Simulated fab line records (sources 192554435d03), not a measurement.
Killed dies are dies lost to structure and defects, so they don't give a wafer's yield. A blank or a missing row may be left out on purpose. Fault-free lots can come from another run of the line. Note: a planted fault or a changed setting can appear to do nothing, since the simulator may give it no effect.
fab line records	flow n5-finfet
record lots=24	wafers=72	last-day=17
route steps=1938 shown GATE_CUT@506 MOL_CONTACT_COAG@526
lots that met no fault: from a run of the same line without faults
start-h: the number of hours between the record's first day and the start of the first shown wafer of the lot	wait-h: hours since the lot's step before	" same as the row above	L1.1+2: a row that stands for several wafers	- value missing, or start not given	* or withheld: withheld	< > ~ a bound
route shown NAME@n: a module of which the file shows steps, and the number in the route of the first	usual: mean/standard deviation of fault-free wafers	same: alike in all rows	chamber/n: place in a boat	sites: readings site by site	_std_site: the standard deviation of these	_edge_site: inner sites' mean taken away from outer sites' mean	radius-mm: for every site, how far away it sits from the centre of the wafer	mask NAME#n: copy n	behind: the most recent tool/chamber to have shaped the wafer	hold: the reason the lot was held/the length of the hold in hours/how it ended	device: the n, p or np transistor that did not switch	end of line: tests of these same wafers at the route's end	a step given without rows: its recipe and nothing more	killed: not the wafer's yield, but the dies lost to structure and defects at the first sort	map: a wafer's dies, x killed, . not, _ none there
set.NAME: the setting as run; set.NAME@STEP: as run at that earlier step	model.NAME: the simulator's own value behind a step, which no gauge read
steps of the route over a sample of lots; a table a step, a row a wafer
services: the hour from which a tool's chamber was out of use, counted from the record's first day as start-h (under 0 if before that day), plus the number of hours and why
## steps
# step N5_GATE_CUT_VAPOR_ETCH_51
# recipe chemistry=BCl3/Cl2	target=HfO2	mode=isotropic
# usual drypump-motor-current-A=5.5/0.48	oes-product-au=0.79/0.14
lot.wafer	tool	chamber	start-h	wait-h	drypump-motor-current-A	oes-product-au
L074.3	rie-metal-02	0	84.61	0.0	5.6	0.59
L074.4	"	1	"	"	4.7	0.68
L074.5	"	0	"	"	5.6	0.59
L075.1	rie-metal-03	1	94.52	0.0	6.0	1.01
L075.2	"	0	"	"	6.0	0.72
L075.3	"	1	"	"	6.0	1.03
L076.2	rie-metal-01	1	96.85	0.0	5.8	0.91
L076.3	"	1	"	"	5.9	0.91
L076.6	"	1	"	"	5.9	0.91
L077.1	rie-metal-01	1	107.52	0.0	5.9	0.91
L077.3	"	0	"	"	5.6	0.59
L077.6	"	0	"	"	5.6	0.59
L078.1	rie-metal-03	1	108.24	0.0	6.0	0.99
L078.5	"	1	"	"	6.0	0.99
L078.6	"	0	"	"	6.0	0.72
L079.3	rie-metal-02	1	116.49	0.1	4.7	0.66
L079.4	"	1	"	"	4.7	0.67
L079.5	"	1	"	"	4.7	0.67
L080.2	rie-metal-01	0	119.65	0.0	5.6	0.58
L080.4	"	1	"	"	5.8	0.91
L080.6	"	1	"	"	5.8	0.90
L081.2	rie-metal-03	0	126.14	0.0	6.0	0.72
L081.3	"	1	"	"	6.0	0.98
L081.4	"	0	"	"	6.0	0.71
L082.2	rie-metal-02	0	135.72	0.0	5.6	0.94
L082.3	"	1	"	"	4.7	0.67
L082.6	"	0	"	"	5.6	0.94
L083.1	rie-metal-01	0	139.25	0.0	5.6	0.58
L083.4	"	1	"	"	5.8	0.89
L083.5	"	1	"	"	5.9	0.88
L084.1	rie-metal-02	0	148.91	0.0	5.6	0.92
L084.3	"	1	"	"	4.7	0.66
L084.6	"	1	"	"	4.7	0.66
L085.2	rie-metal-02	1	150.89	0.0	4.7	0.66
L085.3	"	1	"	"	4.7	0.66
L085.6	"	1	"	"	4.7	0.65
L086.1	rie-metal-01	1	159.56	0.0	5.8	0.88
L086.3	"	0	"	"	5.6	0.58
L086.4	"	1	"	"	5.8	0.87
L087.1	rie-metal-03	1	166.36	0.0	6.0	0.95
L087.2	"	0	"	"	6.0	0.71
L087.3	"	1	"	"	6.0	0.95
L088.1	rie-metal-02	0	168.69	0.0	5.6	0.91
L088.4	"	1	"	"	4.7	0.66
L088.5	"	1	"	"	4.7	0.65
L089.2	rie-metal-03	0	176.88	0.0	6.0	0.70
L089.5	"	1	"	"	6.0	0.93
L089.6	"	0	"	"	6.0	0.70
L090.2	rie-metal-01	0	178.58	0.0	5.6	0.99
L090.3	"	0	"	"	5.6	0.98
L090.5	"	1	"	"	5.9	0.86
L091.1	rie-metal-02	0	186.55	0.0	5.6	0.90
L091.3	"	1	"	"	4.7	0.66
L091.5	"	0	"	"	5.5	0.90
L092.2	rie-metal-02	1	197.86	0.0	4.7	0.64
L092.4	"	1	"	"	4.7	0.65
L092.5	"	1	"	"	4.7	0.64
L093.3	rie-metal-02	1	198.81	0.0	4.7	0.65
L093.5	"	0	"	"	5.6	0.90
L093.6	"	1	"	"	4.7	0.66
L094.2	rie-metal-01	0	203.99	0.0	5.6	0.95
L094.4	"	1	"	"	5.9	0.85
L094.6	"	1	"	"	5.9	0.86
L095.1	rie-metal-02	1	213.21	0.0	4.7	0.64
L095.2	"	0	"	"	5.6	0.90
L095.4	"	0	"	"	5.6	0.88
L096.1	rie-metal-03	0	218.24	0.0	6.0	0.70
L096.5	"	0	"	"	6.0	0.70
L096.6	"	1	"	"	6.0	0.92
L097.2	rie-metal-01	1	222.83	0.0	5.8	0.86
L097.5	"	0	"	"	5.6	0.94
L097.6	"	1	"	"	5.8	0.86
# step N5_MOL_CONTACT_COAG_CD_MEAS_08
# recipe target-cd-nm=28	landing-energy-ev=500	detector=se-inlens	polarity=opening
# usual cd-nm=28.1/0.33
lot.wafer	tool	chamber	start-h	wait-h	cd-nm
L074.3	cd-sem-01	0	87.71	-	27.9
L074.4	"	0	"	"	27.9
L074.5	"	0	"	"	28.5
L075.1	cd-sem-03	0	98.35	-	27.8
L075.2	"	0	"	"	28.4
L075.3	"	0	"	"	28.6
L076.2	cd-sem-02	0	100.09	-	28.3
L076.3	"	0	"	"	28.2
L076.6	"	0	"	"	27.9
L077.1	cd-sem-03	0	110.78	-	28.1
L077.3	"	0	"	"	27.6
L077.6	"	0	"	"	27.7
L078.1	cd-sem-01	0	111.76	-	28.4
L078.5	"	0	"	"	28.5
L078.6	"	0	"	"	28.3
L079.3	cd-sem-02	0	121.14	-	28.3
L079.4	"	0	"	"	28.3
L079.5	"	0	"	"	27.9
L080.2	cd-sem-02	0	122.70	-	28.2
L080.4	"	0	"	"	27.4
L080.6	"	0	"	"	28.0
L081.2	cd-sem-02	0	129.17	-	28.1
L081.3	"	0	"	"	28.6
L081.4	"	0	"	"	28.1
L082.2	cd-sem-02	0	138.75	-	28.2
L082.3	"	0	"	"	28.0
L082.6	"	0	"	"	28.1
L083.1	cd-sem-03	0	142.28	-	28.1
L083.4	"	0	"	"	27.8
L083.5	"	0	"	"	28.3
L084.1	cd-sem-01	0	152.07	-	28.1
L084.3	"	0	"	"	27.9
L084.6	"	0	"	"	27.7
L085.2	cd-sem-01	0	153.94	-	28.0
L085.3	"	0	"	"	28.0
L085.6	"	0	"	"	28.1
L086.1	cd-sem-03	0	162.72	-	27.7
L086.3	"	0	"	"	27.0
L086.4	"	0	"	"	27.3
L087.1	cd-sem-02	0	169.39	-	28.2
L087.2	"	0	"	"	28.2
L087.3	"	0	"	"	28.0
L088.1	cd-sem-02	0	171.84	-	28.3
L088.4	"	0	"	"	28.5
L088.5	"	0	"	"	28.6
L089.2	cd-sem-03	0	180.17	-	28.3
L089.5	"	0	"	"	27.9
L089.6	"	0	"	"	28.3
L090.2	cd-sem-01	0	181.61	-	28.3
L090.3	"	0	"	"	28.1
L090.5	"	0	"	"	28.8
L091.1	cd-sem-02	0	189.93	-	28.7
L091.3	"	0	"	"	28.6
L091.5	"	0	"	"	28.3
L092.2	cd-sem-03	0	201.02	-	28.1
L092.4	"	0	"	"	28.3
L092.5	"	0	"	"	27.9
L093.3	cd-sem-03	0	202.06	-	27.8
L093.5	"	0	"	"	27.9
L093.6	"	0	"	"	27.8
L094.2	cd-sem-02	0	207.35	-	28.1
L094.4	"	0	"	"	28.2
L094.6	"	0	"	"	28.2
L095.1	cd-sem-01	0	216.62	-	27.7
L095.2	"	0	"	"	27.8
L095.4	"	0	"	"	27.7
L096.1	cd-sem-01	0	221.40	-	28.4
L096.5	"	0	"	"	28.4
L096.6	"	0	"	"	27.9
L097.2	cd-sem-03	0	225.99	-	27.8
L097.5	"	0	"	"	28.1
L097.6	"	0	"	"	27.7
# step N5_MOL_CONTACT_COAG_TI_SIL_19
# recipe material=Ti	target-thk-a=42	temp-c=200	chamber-pressure-pa=5	power-w=5000	time-s=15
# usual chamber-pressure-pa=5.001/0.0091	throttle-valve-pct=29.6/0.69
lot.wafer	tool	chamber	start-h	wait-h	chamber-pressure-pa	throttle-valve-pct
L074.3	pvd-sputter-01	-	88.90	0.2	5.004	28.9
L074.4	"	-	"	"	5.019	29.7
L074.5	"	-	"	"	5.012	29.7
L075.1	pvd-sputter-01	-	100.06	0.2	4.999	29.4
L075.2	"	-	"	"	5.024	28.8
L075.3	"	-	"	"	5.006	29.0
L076.2	pvd-sputter-01	-	101.38	0.4	5.004	29.0
L076.3	"	-	"	"	5.013	29.5
L076.6	"	-	"	"	4.997	28.6
L077.1	pvd-sputter-03	-	111.77	0.2	5.000	31.4
L077.3	"	-	"	"	5.002	30.6
L077.6	"	-	"	"	5.009	31.2
L078.1	pvd-sputter-01	-	112.75	0.2	4.989	29.3
L078.5	"	-	"	"	5.012	28.9
L078.6	"	-	"	"	5.001	28.7
L079.3	pvd-sputter-01	-	122.17	0.2	5.002	29.8
L079.4	"	-	"	"	5.008	29.9
L079.5	"	-	"	"	4.997	29.4
L080.2	pvd-sputter-01	-	123.67	0.1	5.011	29.5
L080.4	"	-	"	"	5.002	29.0
L080.6	"	-	"	"	5.014	29.9
L081.2	pvd-sputter-01	-	130.15	0.2	4.997	29.0
L081.3	"	-	"	"	4.992	29.1
L081.4	"	-	"	"	4.998	29.4
L082.2	pvd-sputter-03	-	139.78	0.2	4.996	31.0
L082.3	"	-	"	"	5.005	29.4
L082.6	"	-	"	"	5.008	30.3
L083.1	pvd-sputter-01	-	144.45	0.3	5.019	29.3
L083.4	"	-	"	"	5.002	28.9
L083.5	"	-	"	"	4.992	29.0
L084.1	pvd-sputter-02	-	153.18	0.2	5.001	29.7
L084.3	"	-	"	"	4.994	30.2
L084.6	"	-	"	"	4.984	28.5
L085.2	pvd-sputter-03	-	155.54	0.2	5.005	29.9
L085.3	"	-	"	"	5.007	30.6
L085.6	"	-	"	"	5.009	30.3
L086.1	pvd-sputter-02	-	163.83	0.3	4.991	29.3
L086.3	"	-	"	"	4.983	30.4
L086.4	"	-	"	"	5.012	29.7
L087.1	pvd-sputter-02	-	170.52	0.2	5.012	29.9
L087.2	"	-	"	"	5.003	29.7
L087.3	"	-	"	"	4.987	28.6
L088.1	pvd-sputter-03	-	174.04	0.4	5.004	30.2
L088.4	"	-	"	"	4.994	30.2
L088.5	"	-	"	"	4.987	30.4
L089.2	pvd-sputter-01	-	184.17	0.3	5.001	28.6
L089.5	"	-	"	"	5.005	28.9
L089.6	"	-	"	"	4.988	29.5
L090.2	pvd-sputter-01	-	184.35	0.2	4.996	29.6
L090.3	"	-	"	"	4.996	29.0
L090.5	"	-	"	"	4.996	29.9
L091.1	pvd-sputter-01	-	191.45	0.2	5.008	28.7
L091.3	"	-	"	"	5.007	29.6
L091.5	"	-	"	"	4.997	29.0
L092.2	pvd-sputter-01	-	202.47	0.5	4.998	28.7
L092.4	"	-	"	"	4.994	29.4
L092.5	"	-	"	"	5.002	29.7
L093.3	pvd-sputter-02	-	203.63	0.3	4.995	29.7
L093.5	"	-	"	"	4.985	30.1
L093.6	"	-	"	"	4.999	29.7
L094.2	pvd-sputter-03	-	208.34	0.2	5.007	30.2
L094.4	"	-	"	"	5.015	29.3
L094.6	"	-	"	"	4.999	29.3
L095.1	pvd-sputter-03	-	217.85	0.2	4.998	30.0
L095.2	"	-	"	"	4.992	30.7
L095.4	"	-	"	"	5.013	29.6
L096.1	pvd-sputter-03	-	223.83	1.6	4.993	30.3
L096.5	"	-	"	"	5.011	29.2
L096.6	"	-	"	"	5.000	30.2
L097.2	pvd-sputter-02	-	227.76	0.2	5.012	31.0
L097.5	"	-	"	"	5.016	29.7
L097.6	"	-	"	"	5.008	29.3
# step N5_MOL_CONTACT_COAG_PRE_CLEAN_141
# recipe gas=H2/He	time-s=60	temp-c=300
# usual heater-power-w=460/22
lot.wafer	tool	chamber	start-h	wait-h	heater-power-w
L074.3	pvd-sputter-01	-	91.28	1.7	484
L074.4	"	-	"	"	454
L074.5	"	-	"	"	448
L075.1	pvd-sputter-01	-	100.90	0.3	449
L075.2	"	-	"	"	446
L075.3	"	-	"	"	479
L076.2	pvd-sputter-01	-	103.36	1.4	458
L076.3	"	-	"	"	469
L076.6	"	-	"	"	467
L077.1	pvd-sputter-03	-	112.50	0.2	484
L077.3	"	-	"	"	445
L077.6	"	-	"	"	471
L078.1	pvd-sputter-03	-	113.46	0.2	506
L078.5	"	-	"	"	461
L078.6	"	-	"	"	474
L079.3	pvd-sputter-01	-	122.97	0.1	483
L079.4	"	-	"	"	453
L079.5	"	-	"	"	469
L080.2	pvd-sputter-02	-	124.46	0.2	488
L080.4	"	-	"	"	420
L080.6	"	-	"	"	475
L081.2	pvd-sputter-03	-	132.19	1.4	455
L081.3	"	-	"	"	469
L081.4	"	-	"	"	506
L082.2	pvd-sputter-03	-	140.84	0.5	479
L082.3	"	-	"	"	500
L082.6	"	-	"	"	493
L083.1	pvd-sputter-02	-	145.62	0.6	470
L083.4	"	-	"	"	494
L083.5	"	-	"	"	413
L084.1	pvd-sputter-02	-	154.16	0.5	475
L084.3	"	-	"	"	486
L084.6	"	-	"	"	413
L085.2	pvd-sputter-01	-	157.34	1.2	469
L085.3	"	-	"	"	464
L085.6	"	-	"	"	464
L086.1	pvd-sputter-03	-	167.33	3.0	468
L086.3	"	-	"	"	486
L086.4	"	-	"	"	498
L087.1	pvd-sputter-01	-	171.47	0.4	465
L087.2	"	-	"	"	462
L087.3	"	-	"	"	472
L088.1	pvd-sputter-01	-	175.19	0.6	479
L088.4	"	-	"	"	460
L088.5	"	-	"	"	445
L089.2	pvd-sputter-02	-	185.39	0.6	471
L089.5	"	-	"	"	417
L089.6	"	-	"	"	459
L090.2	pvd-sputter-01	-	185.85	0.9	448
L090.3	"	-	"	"	461
L090.5	"	-	"	"	436
L091.1	pvd-sputter-02	-	193.56	1.6	493
L091.3	"	-	"	"	410
L091.5	"	-	"	"	462
L092.2	pvd-sputter-02	-	203.39	0.4	466
L092.4	"	-	"	"	462
L092.5	"	-	"	"	417
L093.3	pvd-sputter-01	-	205.31	1.1	446
L093.5	"	-	"	"	467
L093.6	"	-	"	"	454
L094.2	pvd-sputter-01	-	209.63	0.7	437
L094.4	"	-	"	"	448
L094.6	"	-	"	"	454
L095.1	pvd-sputter-02	-	218.56	0.2	457
L095.2	"	-	"	"	415
L095.4	"	-	"	"	474
L096.1	pvd-sputter-02	-	225.68	1.2	424
L096.5	"	-	"	"	422
L096.6	"	-	"	"	500
L097.2	pvd-sputter-01	-	228.47	0.2	449
L097.5	"	-	"	"	449
L097.6	"	-	"	"	453
# step N5_MOL_CONTACT_COAG_CMP_28
# recipe stop-on=SiNx	t-overpolish-s=0.85	post-cmp-clean=alkaline-brush	down-force-psi=4.15	platen-rpm=51.8	pad-velocity-m-s=1.0307	target-thk-nm=14.522
# usual motor-current-A=12.2/1	time-to-endpoint-s=4.3/2.9
lot.wafer	tool	chamber	start-h	wait-h	motor-current-A	time-to-endpoint-s
L074.4	cmp-03	1	97.06	0.9	11.6	0.0
L074.3	"	2	"	"	12.1	0.3
L074.5	"	3	"	"	14.7	3.6
L075.1	cmp-02	0	108.02	0.8	11.0	0.0
L075.2	"	1	"	"	12.5	0.0
L075.3	"	3	"	"	12.3	8.2
L076.2	cmp-02	1	111.48	1.2	12.4	0.1
L076.3	"	2	"	"	11.2	3.0
L076.6	"	3	"	"	12.6	9.3
L077.3	cmp-02	3	116.86	0.8	12.4	10.7
L077.1	"	0	"	"	11.8	7.1
L077.6	"	0	"	"	12.2	5.0
L078.1	cmp-03	2	118.09	0.9	11.8	1.1
L078.5	"	0	"	"	11.9	8.4
L078.6	"	1	"	"	11.2	5.4
L079.4	cmp-02	0	128.14	0.0	11.3	3.9
L079.3	"	1	"	"	12.7	2.6
L079.5	"	0	"	"	11.6	4.9
L080.2	cmp-02	1	131.05	0.8	13.5	0.0
L080.4	"	2	"	"	11.6	6.1
L080.6	"	1	"	"	13.3	0.5
L081.2	cmp-02	0	136.88	0.8	10.9	3.4
L081.3	"	1	"	"	12.7	0.0
L081.4	"	2	"	"	11.8	0.0
L082.2	cmp-02	3	146.91	1.0	12.2	7.5
L082.3	"	2	"	"	11.1	2.9
L082.6	"	0	"	"	12.2	2.1
L083.4	cmp-04	2	151.26	0.9	14.0	6.4
L083.1	"	3	"	"	11.7	3.6
L083.5	"	0	"	"	13.6	6.5
L084.1	cmp-02	3	159.77	0.8	12.6	7.0
L084.3	"	1	"	"	12.7	0.0
L084.6	"	3	"	"	11.8	8.2
L085.3	cmp-02	3	163.47	0.8	11.9	10.9
L085.2	"	1	"	"	13.2	1.0
L085.6	"	0	"	"	11.9	5.4
L086.3	cmp-03	3	173.38	0.8	14.3	4.3
L086.1	"	1	"	"	11.3	3.1
L086.4	"	2	"	"	12.0	1.5
L087.3	cmp-02	3	176.99	0.8	11.5	9.6
L087.1	"	0	"	"	11.8	4.2
L087.2	"	1	"	"	13.3	4.5
L088.1	cmp-02	0	181.01	0.8	12.0	6.8
L088.4	"	3	"	"	12.5	8.5
L088.5	"	0	"	"	10.9	6.2
L089.2	cmp-04	2	191.09	0.8	13.4	7.8
L089.6	"	2	"	"	13.4	6.9
L089.5	"	3	"	"	12.2	4.1
L090.3	cmp-03	3	191.30	0.9	14.1	4.4
L090.2	"	0	"	"	12.1	3.0
L090.5	"	2	"	"	12.3	0.0
L091.3	cmp-03	3	198.88	0.8	15.5	6.4
L091.1	"	2	"	"	11.9	0.0
L091.5	"	0	"	"	11.6	4.6
L092.2	cmp-04	3	208.91	0.9	11.5	5.3
L092.4	"	0	"	"	13.9	8.0
L092.5	"	3	"	"	11.9	4.0
L093.3	cmp-04	2	210.26	0.8	13.0	7.0
L093.5	"	2	"	"	13.5	5.6
L093.6	"	3	"	"	12.2	2.0
L094.4	cmp-03	0	214.23	1.0	11.5	2.8
L094.2	"	1	"	"	11.8	4.8
L094.6	"	3	"	"	14.3	5.1
L095.2	cmp-02	1	223.98	0.8	13.0	2.5
L095.1	"	2	"	"	11.5	2.9
L095.4	"	3	"	"	11.8	7.9
L096.1	cmp-02	1	231.01	0.9	12.6	1.2
L096.5	"	2	"	"	11.3	1.7
L096.6	"	3	"	"	11.8	6.3
L097.2	cmp-02	3	233.73	0.8	12.7	11.9
L097.6	"	2	"	"	11.9	2.3
L097.5	"	3	"	"	12.2	8.4
# step N5_MOL_CONTACT_COAG_ALD_123
# recipe material=SiNx	target-thk-a=50	temp-c=400	ald-precursor-family=SiH2I2	ald-co-reactant=N2/H2-plasma	pulse-time-s=1	purge-time-s=2	co-reactant-purge-time-s=2	ald-cycles=100	pressure-torr=2
# usual heater-power-w=846/97	precursor-pulse-height-rel=1.001/0.019
# same co-reactant-purge-time-s=2
lot.wafer	tool	chamber	start-h	wait-h	heater-power-w	precursor-pulse-height-rel
L074.3	ald-sin-04	2	97.44	0.2	886	1.006
L074.4	"	1	"	"	806	0.993
L074.5	"	0	"	"	809	0.992
L075.1	ald-sin-02	1	108.62	0.3	738	0.961
L075.2	"	0	"	"	854	0.999
L075.3	"	2	"	"	897	1.031
L076.2	ald-sin-03	0	111.78	0.1	845	0.996
L076.3	"	3	"	"	897	1.027
L076.6	"	3	"	"	913	1.026
L077.1	ald-sin-04	1	117.98	0.8	819	1.010
L077.3	"	3	"	"	790	1.004
L077.6	"	2	"	"	861	0.972
L078.1	ald-sin-04	1	118.92	0.6	840	0.983
L078.5	"	1	"	"	820	1.013
L078.6	"	0	"	"	799	0.980
L079.3	ald-sin-03	3	128.47	0.0	900	0.995
L079.4	"	1	"	"	740	1.005
L079.5	"	2	"	"	823	1.006
L080.2	ald-sin-02	1	131.99	0.6	732	0.997
L080.4	"	2	"	"	876	0.986
L080.6	"	2	"	"	884	1.027
L081.2	ald-sin-02	3	137.18	0.0	1141	0.977
L081.3	"	2	"	"	897	1.009
L081.4	"	1	"	"	723	1.003
L082.2	ald-sin-02	2	147.24	0.0	875	0.976
L082.3	"	1	"	"	706	0.993
L082.6	"	3	"	"	1103	1.019
L083.1	ald-sin-04	3	151.52	0.0	801	0.974
L083.4	"	1	"	"	818	1.003
L083.5	"	0	"	"	800	1.024
L084.1	ald-sin-02	2	160.10	0.0	905	0.983
L084.3	"	0	"	"	891	1.001
L084.6	"	1	"	"	717	1.024
L085.2	ald-sin-03	2	163.81	0.0	830	1.006
L085.3	"	0	"	"	842	1.012
L085.6	"	0	"	"	858	1.019
L086.1	ald-sin-04	3	174.15	0.5	814	1.007
L086.3	"	2	"	"	882	1.009
L086.4	"	1	"	"	826	1.008
L087.1	ald-sin-04	0	178.96	1.7	822	0.977
L087.2	"	2	"	"	884	0.996
L087.3	"	1	"	"	803	1.011
L088.1	ald-sin-04	0	181.34	0.0	799	0.977
L088.4	"	3	"	"	814	1.004
L088.5	"	0	"	"	792	1.024
L089.2	ald-sin-02	3	191.58	0.2	1095	0.974
L089.5	"	2	"	"	883	1.021
L089.6	"	3	"	"	1169	0.984
L090.2	ald-sin-04	0	191.59	0.1	812	1.025
L090.3	"	1	"	"	829	0.985
L090.5	"	3	"	"	824	1.013
L091.1	ald-sin-04	0	199.32	0.1	810	0.955
L091.3	"	2	"	"	889	1.004
L091.5	"	0	"	"	790	1.017
L092.2	ald-sin-03	3	209.80	0.6	936	1.017
L092.4	"	1	"	"	729	1.009
L092.5	"	1	"	"	725	1.022
L093.3	ald-sin-04	0	210.59	0.0	807	0.990
L093.5	"	3	"	"	792	1.000
L093.6	"	0	"	"	804	1.006
L094.2	ald-sin-02	1	214.49	0.0	743	0.988
L094.4	"	0	"	"	845	0.972
L094.6	"	1	"	"	730	0.975
L095.1	ald-sin-02	2	224.61	0.3	887	0.984
L095.2	"	3	"	"	1122	0.957
L095.4	"	1	"	"	734	1.023
L096.1	ald-sin-03	3	231.23	0.0	915	1.010
L096.5	"	0	"	"	849	1.026
L096.6	"	1	"	"	715	1.016
L097.2	ald-sin-03	0	234.02	0.0	849	0.970
L097.5	"	0	"	"	831	1.017
L097.6	"	1	"	"	716	0.990
## services
tool	chamber	start-h	hours	kind
cmp-03	-	68.99	4.0	pm
cmp-04	-	77.16	1.1	repair
rie-metal-03	0	78.39	6.7	repair
ald-sin-02	-	87.00	14.0	pm
cmp-02	-	94.82	0.7	repair
cmp-04	-	96.85	1.0	repair
cmp-04	-	106.25	0.8	repair
cmp-03	-	109.17	2.9	repair
ald-sin-03	2	111.45	3.5	repair
ald-sin-04	3	118.43	18.7	repair
cmp-03	-	118.77	1.5	repair
cmp-02	-	123.53	3.4	repair
pvd-sputter-01	-	131.36	1.3	repair
cmp-04	-	136.63	9.2	pm
cmp-03	-	142.80	0.4	repair
rie-metal-03	-	149.00	0.4	repair
cmp-03	-	153.91	0.3	repair
ald-sin-02	3	155.95	8.6	repair
ald-sin-02	3	167.12	5.0	repair
ald-sin-03	-	176.92	14.0	pm
cmp-02	-	196.66	6.3	pm
cmp-03	-	201.25	0.8	repair
cmp-03	-	219.62	0.4	repair
ald-sin-02	3	225.72	5.2	repair
## key
fault none
